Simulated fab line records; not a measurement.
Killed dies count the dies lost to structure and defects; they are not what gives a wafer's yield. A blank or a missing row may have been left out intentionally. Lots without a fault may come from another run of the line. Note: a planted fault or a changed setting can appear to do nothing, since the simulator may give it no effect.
Split-lot experiment ; flow n5 finfet ; route with 1938 steps; 7 lots, 39 wafers read

== THE SPLIT ITSELF ==
At N5_GATE_CUT_ETCH_58 (etches SiNx in CH3F/O2, target depth 17 nm, time 128.6 s), the setting time s was moved away from the recipe's 128.6 s on 15 of the 39 wafers read, by -23.8% to +20.1%. This setting was run at the recipe's value on the other wafers.

The reading comes from the split's own step.

== THE READING ==
SiNx_of_SDB_ALD_29.thk nm (the simulator's own value, which no gauge read), in nm, at N5_GATE_CUT_ETCH_58 (etches SiNx in CH3F/O2, target depth 17 nm, time 128.6 s). There is no usual value for it anywhere in the file. Here, 24 wafers ran the recipe; their average is 24.6 nm with a standard deviation of 0.13 nm.

wafer;tool, chamber at the split;time s as run, s;against the recipe;SiNx_of_SDB_ALD_29.thk nm, nm;against lot-mates on the recipe
L076.1;rie diel-01, 0;116.2;-9.6%;25;+0.3
L076.2;rie diel-01, 3;128.6;recipe;24.6;-
L076.3;rie diel-01, 2;128.6;recipe;24.8;-
L076.4;rie diel-01, 1;128.6;recipe;24.6;-
L076.5;rie diel-01, 0;116.2;-9.6%;24.8;+0.1
L076.6;rie diel-01, 1;116.2;-9.6%;25;+0.3
L078.1;rie diel-03, 1;119.1;-7.4%;24.8;+0.3
L078.2;rie diel-03, 0;119.1;-7.4%;24.6;+0.1
L078.3;rie diel-03, 2;128.6;recipe;24.6;-
L078.4;rie diel-03, 3;128.6;recipe;24.6;-
L078.5;rie diel-03, 0;128.6;recipe;24.4;-
L078.6;rie diel-03, 3;119.1;-7.4%;24.8;+0.3
L079.2;rie diel-01, 2;128.6;recipe;24.4;-
L079.4;rie diel-01, 3;128.6;recipe;24.6;-
L079.6;rie diel-01, 1;128.6;recipe;24.6;-
L084.1;rie diel-06, 0;154.4;+20.1%;23.8;-0.6
L084.2;rie diel-06, 3;128.6;recipe;24.2;-
L084.3;rie diel-06, 1;128.6;recipe;24.4;-
L084.4;rie diel-06, 2;154.4;+20.1%;23.8;-0.6
L084.5;rie diel-06, 1;154.4;+20.1%;23.8;-0.6
L084.6;rie diel-06, 0;128.6;recipe;24.6;-
L086.1;rie diel-03, 1;128.6;recipe;24.6;-
L086.2;rie diel-03, 0,3;98.03;-23.8%;25;+0.5
L086.6;rie diel-03, 0,3;98.03;-23.8%;25;+0.5
L086.3;rie diel-03, 3;98.03;-23.8%;24.8;+0.3
L086.4;rie diel-03, 2;128.6;recipe;24.6;-
L086.5;rie diel-03, 0;128.6;recipe;24.2;-
L096.1;rie diel-01, 3;128.6;recipe;24.6;-
L096.2;rie diel-01, 2;142.3;+10.7%;24.2;-0.4
L096.3;rie diel-01, 0;142.3;+10.7%;24.4;-0.2
L096.4;rie diel-01, 1;142.3;+10.7%;24.2;-0.4
L096.5;rie diel-01, 2;128.6;recipe;24.6;-
L096.6;rie diel-01, 1;128.6;recipe;24.6;-
L097.1;rie diel-01, 1;128.6;recipe;24.6;-
L097.2;rie diel-01, 3;128.6;recipe;24.6;-
L097.3;rie diel-01, 0;128.6;recipe;24.6;-
L097.4;rie diel-01, 2;128.6;recipe;24.6;-
L097.5;rie diel-01, 2;128.6;recipe;24.6;-
L097.6;rie diel-01, 1;128.6;recipe;24.6;-
The file does not say which wafer passed through which chamber wherever a row lists several chambers: such a row stands for several wafers.

FIT RESULTS
A straight line over all 39 wafers: SiNx_of_SDB_ALD_29.thk nm changes by -0.0265 nm for each +1% of time s; r = -0.86; the points scatter about the line by 0.15 nm.
The same after taking each lot's own level away (the mean of its wafers on the recipe; 39 wafers): -0.0252 nm for each +1%; r = -0.91; scatter 0.11 nm.
Per that fit: largest time s move, reading shift of 0.6 nm.
Measured against the standard deviation above, the lots' own levels, which go from 24.40 to 24.67 nm, span 2.0 times it.
Hence the lot-to-lot level has little effect on the slope; both slopes agree.
Check: +0.588 nm against its lot-mates is what the line predicts for one of the wafers moved furthest among these (-23.8%) when that wafer is left out of the fit. Against them it came out at +0.533 nm.

== FURTHER SPLITS ON THESE WAFERS ==
Note: prior to the reading, these wafers also went through further splits. Each is held against what the fit with the lots' levels taken away leaves over:
other split on the same wafers;wafers away from the commonest value;r with SiNx_of_SDB_ALD_29.thk nm (lot level and that fit taken away)
N5_SD_EPI_P_EXPOSE_06 dose mj;18;+0.05
N5_HKMG_FIN_CVD_62 temp c;12;+0.08

== THE WHOLE CHAIN: every reading that the file lists as answering this split, in the file's order ==
step;what it does;reading;change (the file's fit);r (the file's)
N5_GATE_CUT_ETCH_58;etches SiNx in CH3F/O2, target depth 17 nm, time 128.6 s;etch.depth nm (the simulator's own value, which no gauge read);+0.164 nm for each +1% of the setting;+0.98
N5_GATE_CUT_ETCH_58;etches SiNx in CH3F/O2, target depth 17 nm, time 128.6 s;SiNx_of_SDB_ALD_29.thk nm (the simulator's own value, which no gauge read);-0.025 nm for each +1% of the setting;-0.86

== THE FILE'S OWN FIT ==
SiNx_of_SDB_ALD_29.thk nm changes by -0.025 nm for each +1% of time s, r = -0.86.
